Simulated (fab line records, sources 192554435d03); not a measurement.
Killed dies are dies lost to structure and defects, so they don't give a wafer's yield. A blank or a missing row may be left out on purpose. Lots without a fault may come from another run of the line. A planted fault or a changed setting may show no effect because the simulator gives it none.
Which tool did it? | flow n5_finfet | 9 lots, 27 wafers sampled, at 2 steps of a route of 1938

WHAT THE GAUGES READ, wafer by wafer
N5_BEOL_M4_RC_MEAS_101. Usual: DIBL_N 36.3 mV/V, standard deviation 2; DIBL_P 36.3 mV/V, standard deviation 2.4; IOFF_N 0.16 nA/um, standard deviation 0.034; IOFF_P 0.21 nA/um, standard deviation 0.035; ION_N 672 uA/um, standard deviation 12; ION_P 459 uA/um, standard deviation 6.5; SS_N 71.6 mV/dec, standard deviation 0.67; SS_P 73.3 mV/dec, standard deviation 0.71; VT_N 250 mV, standard deviation 3.5; VT_P -251 mV, standard deviation 3.
lot  | measured     | on        | DIBL_N (mV/V)  | DIBL_P (mV/V)  | IOFF_N (nA/um) | IOFF_P (nA/um) | ION_N (uA/um) | ION_P (uA/um) | SS_N (mV/dec)  | SS_P (mV/dec)  | VT_N (mV)   | VT_P (mV)      | flag
L504 | day 8 00:26  | prober-02 | 35.2 37.8 35.8 | 33.4 36.8 34.4 | 0.12 0.17 0.14 | 0.18 0.23 0.19 | 658 676 672   | 453 464 459   | 71.4 71.9 71.5 | 72.0 73.4 72.6 | 252 248 252 | -254 -248 -250 |
L506 | day 8 07:41  | prober-02 | 32.6 32.3 32.3 | 31.7 31.6 31.5 | 0.10 0.10 0.10 | 0.15 0.15 0.15 | 651 653 664   | 456 453 456   | 70.0 69.8 70.1 | 72.0 71.8 72.1 | 259 256 257 | -256 -253 -254 |
L511 | day 10 03:58 | prober-02 | 31.6 33.2 33.5 | 31.6 33.4 34.0 | 0.11 0.13 0.14 | 0.16 0.18 0.20 | 650 660 668   | 451 457 458   | 71.4 70.7 71.6 | 72.7 72.2 73.1 | 258 252 251 | -253 -251 -248 |
L513 | day 11 02:29 | prober-02 | 36.2 40.1 39.7 | 34.9 40.8 37.9 | 0.14 0.23 0.20 | 0.16 0.26 0.21 | 668 681 677   | 452 462 453   | 71.8 72.4 73.6 | 73.0 73.9 73.3 | 253 245 252 | -257 -251 -252 |
L512 | day 11 13:41 | prober-02 | 36.3 34.7 33.9 | 35.8 33.7 32.3 | 0.16 0.13 0.11 | 0.24 0.20 0.17 | 670 658 627   | 465 463 450   | 72.2 71.6 72.0 | 72.4 72.2 72.4 | 252 251 259 | -246 -250 -250 |
L516 | day 11 20:07 | prober-02 | 37.1 38.7 39.6 | 36.1 37.1 38.6 | 0.15 0.16 0.18 | 0.19 0.20 0.23 | 667 661 677   | 455 450 460   | 71.9 72.4 71.6 | 72.6 73.5 73.8 | 250 250 249 | -252 -251 -248 |
L519 | day 12 22:51 | prober-01 | 33.0 36.1 35.6 | 33.7 36.9 36.2 | 0.12 0.17 0.15 | 0.18 0.23 0.22 | 658 656 669   | 457 454 455   | 71.0 71.5 71.2 | 72.3 73.2 73.1 | 253 250 250 | -250 -248 -251 |
L526 | day 14 01:46 | prober-02 | 36.8 33.8 34.3 | 36.2 32.4 33.0 | 0.16 0.12 0.13 | 0.20 0.15 0.16 | 676 666 672   | 458 460 459   | 71.6 70.9 70.7 | 74.0 72.0 72.4 | 251 255 253 | -249 -256 -252 |
L522 | day 14 07:01 | prober-02 | 37.0 34.8 38.7 | 38.8 34.8 38.5 | 0.20 0.15 0.24 | 0.25 0.19 0.24 | 682 666 676   | 462 454 458   | 71.8 71.2 72.4 | 74.3 74.1 74.0 | 247 249 244 | -248 -252 -249 |

N5_BEOL_M10_INSPECT_58: inspects for defects (darkfield). Usual: raw_defect_count 71, standard deviation 22.
lot  | measured     | on                | raw_defect_count | flag
L504 | day 10 11:16 | defect_inspect-02 | 71 100 88        |
L506 | day 10 19:01 | defect_inspect-01 | 71 62 62         |
L511 | day 12 11:20 | defect_inspect-01 | 87 65 91         |
L513 | day 13 07:53 | defect_inspect-01 | 46 55 59         |
L512 | day 13 16:57 | defect_inspect-02 | 50 43 56         |
L516 | day 14 08:12 | defect_inspect-01 | 96 62 138        |
L519 | day 15 04:58 | defect_inspect-01 | 49 43 55         |
L526 | day 16 10:24 | defect_inspect-01 | 50 41 49         |
L522 | day 16 10:55 | defect_inspect-01 | 44 80 56         |

WHICH TOOL RAN EACH LOT (tool, then ch and the chambers of the sampled wafers, then the start)
The record holds no process step before these readings.

WHAT THE TOOLS THEMSELVES READ (means of the sampled wafers that have a number; where no wafer has one, the mark that the record gives instead)
The record holds no such reading with a usual standard deviation.

THE ANSWER, worked out from the rows above alone
Rule: a lot is off if the mean of its wafers that have a number lies more than 3 standard deviations from the usual mean. A lot without any number at a reading at which 4 lots or more have one is off too. The other lots that the step has rows for count as sound. The gauges are gone through in route order, then the tools' own readings, and for those a lot's mean is taken as printed above. The first step at which some lot is off is used, and at that step the reading that is off furthest; a lot without a number counts as furthest.
No lot is off at any reading shown: from this, nothing can be told.

WHAT THE SIMULATOR HAD PUT IN
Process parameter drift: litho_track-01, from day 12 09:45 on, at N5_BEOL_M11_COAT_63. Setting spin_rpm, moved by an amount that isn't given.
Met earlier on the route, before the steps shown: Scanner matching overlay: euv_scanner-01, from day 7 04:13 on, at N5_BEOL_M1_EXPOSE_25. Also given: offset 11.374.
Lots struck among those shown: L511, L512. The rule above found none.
